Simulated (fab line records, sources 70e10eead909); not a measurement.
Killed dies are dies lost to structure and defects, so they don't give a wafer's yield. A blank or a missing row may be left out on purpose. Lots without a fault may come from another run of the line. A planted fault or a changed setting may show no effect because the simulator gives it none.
Tool commonality check | flow nand_harc | 8 lots, 24 wafers sampled

WHY IT WAS OPENED
At NHARC_END_SORT_01 the reading killed_at_array is flagged on 2 of 8 lots. Wafers without a fault read 54, standard deviation 12.
Rule: a lot is flagged when every wafer of it that has a number lies more than 4 standard deviations from that mean, or none has a number. The other lots count as sound.

lot  | measured     | on        | killed_at_array, wafer by wafer | flag
L579 | day 25 09:55 | prober-01 | 55 53 60                        |
L584 | day 26 22:44 | prober-01 | 84 63 78                        |
L583 | day 26 23:28 | prober-02 | 674 672 674                     | FLAGGED
L585 | day 27 15:32 | prober-02 | 672 668 675                     | FLAGGED
L595 | day 31 11:34 | prober-01 | 44 37 47                        |
L594 | day 31 16:37 | prober-02 | 68 61 58                        |
L598 | day 32 18:14 | prober-01 | 49 38 43                        |
L599 | day 33 02:56 | prober-01 | 49 49 46                        |
The numbers of the flagged lots are 672 on average: +618 against the usual, or +52 standard deviations.

WHICH TOOL RAN EACH LOT
The record holds 3 process steps before the reading, out of a route of 1302 steps. In each cell: the tool, then ch and the chambers that the sampled wafers went through, then the start.
lot  | flag    | NHARC_A_STAIRCASE_DEP_322       | NHARC_A_STAIRCASE_CMP_152     | NHARC_A_STAIRCASE_ETCHBACK_157
L579 |         | pecvd-03 ch 1,2, day 18 22:16   | cmp-02 ch 0,2, day 19 22:58   | rie_diel-11 ch 0,3, day 19 23:49
L584 |         | pecvd-02 ch 0,2, day 20 14:01   | cmp-03 ch 0,1,3, day 21 13:58 | rie_diel-01 ch 2,3, day 21 14:47
L583 | FLAGGED | pecvd-03 ch 1,2, day 20 14:01   | cmp-02 ch 1,2, day 21 14:05   | rie_diel-11 ch 0,1, day 21 14:55
L585 | FLAGGED | pecvd-02 ch 0,1,2, day 21 10:44 | cmp-02 ch 0,2, day 22 10:32   | rie_diel-11 ch 0,1, day 22 11:20
L595 |         | pecvd-01 ch 1,2, day 25 15:11   | cmp-02 ch 2,3, day 26 10:40   | rie_diel-06 ch 1,3, day 26 11:32
L594 |         | pecvd-03 ch 1,2, day 25 09:37   | cmp-03 ch 0,1,2, day 26 10:06 | rie_diel-06 ch 0,2,3, day 26 10:58
L598 |         | pecvd-01 ch 0,1,2, day 26 12:41 | cmp-02 ch 0,3, day 27 09:49   | rie_diel-06 ch 0,2,3, day 27 10:38
L599 |         | pecvd-02 ch 1,2, day 26 12:53   | cmp-01 ch 0,1, day 27 09:51   | rie_diel-11 ch 1,2,3, day 27 10:43
What these steps do:
- NHARC_A_STAIRCASE_DEP_322: deposits SiO2, target thk 7200 nm.
- NHARC_A_STAIRCASE_CMP_152: polishes.
- NHARC_A_STAIRCASE_ETCHBACK_157: etches the open film in CH3F/O2, target depth 90 nm, time 167.14 s.
- NHARC_END_SORT_01

FLAGGED OVER TOTAL, TOOL BY TOOL (the gauges that took the reading come last)
step                           | tool        | lots run | flagged | share of the flagged lots | sound lots run after its first flagged lot
NHARC_A_STAIRCASE_DEP_322      | pecvd-01    | 2        | 0       | none                      | -
NHARC_A_STAIRCASE_DEP_322      | pecvd-02    | 3        | 1       | some                      | 1 (L599)
NHARC_A_STAIRCASE_DEP_322      | pecvd-03    | 3        | 1       | some                      | 1 (L594)
NHARC_A_STAIRCASE_CMP_152      | cmp-01      | 1        | 0       | none                      | -
NHARC_A_STAIRCASE_CMP_152      | cmp-02      | 5        | 2       | all                       | 2 (L595,L598)
NHARC_A_STAIRCASE_CMP_152      | cmp-03      | 2        | 0       | none                      | -
NHARC_A_STAIRCASE_ETCHBACK_157 | rie_diel-01 | 1        | 0       | none                      | -
NHARC_A_STAIRCASE_ETCHBACK_157 | rie_diel-06 | 3        | 0       | none                      | -
NHARC_A_STAIRCASE_ETCHBACK_157 | rie_diel-11 | 4        | 2       | all                       | 1 (L599)
NHARC_END_SORT_01              | prober-01   | 5        | 0       | none                      | -
NHARC_END_SORT_01              | prober-02   | 3        | 2       | all                       | 1 (L594)

WHAT THE TABLE ALLOWS
3 rows of the table ran every flagged lot: cmp-02 at NHARC_A_STAIRCASE_CMP_152, rie_diel-11 at NHARC_A_STAIRCASE_ETCHBACK_157, prober-02 at NHARC_END_SORT_01.
- cmp-02 at NHARC_A_STAIRCASE_CMP_152: 2 of its 5 lots flagged. Sound lots ran on it after the first flagged one (L595, L598), which a lasting fault on the whole tool wouldn't allow. On the flagged lots its readings are blank where sound lots have values: edge_zone_pressure_frac, motor_current_A.
- rie_diel-11 at NHARC_A_STAIRCASE_ETCHBACK_157: 2 of its 4 lots flagged. Sound lots ran on it after the first flagged one (L599), which a lasting fault on the whole tool wouldn't allow.
- prober-02 at NHARC_END_SORT_01: 2 of its 3 lots flagged. Sound lots ran on it after the first flagged one (L594), which a lasting fault on the whole tool wouldn't allow.
No row of the table ran every flagged lot and no sound lot after the first.

WHAT THE SIMULATOR HAD PUT IN
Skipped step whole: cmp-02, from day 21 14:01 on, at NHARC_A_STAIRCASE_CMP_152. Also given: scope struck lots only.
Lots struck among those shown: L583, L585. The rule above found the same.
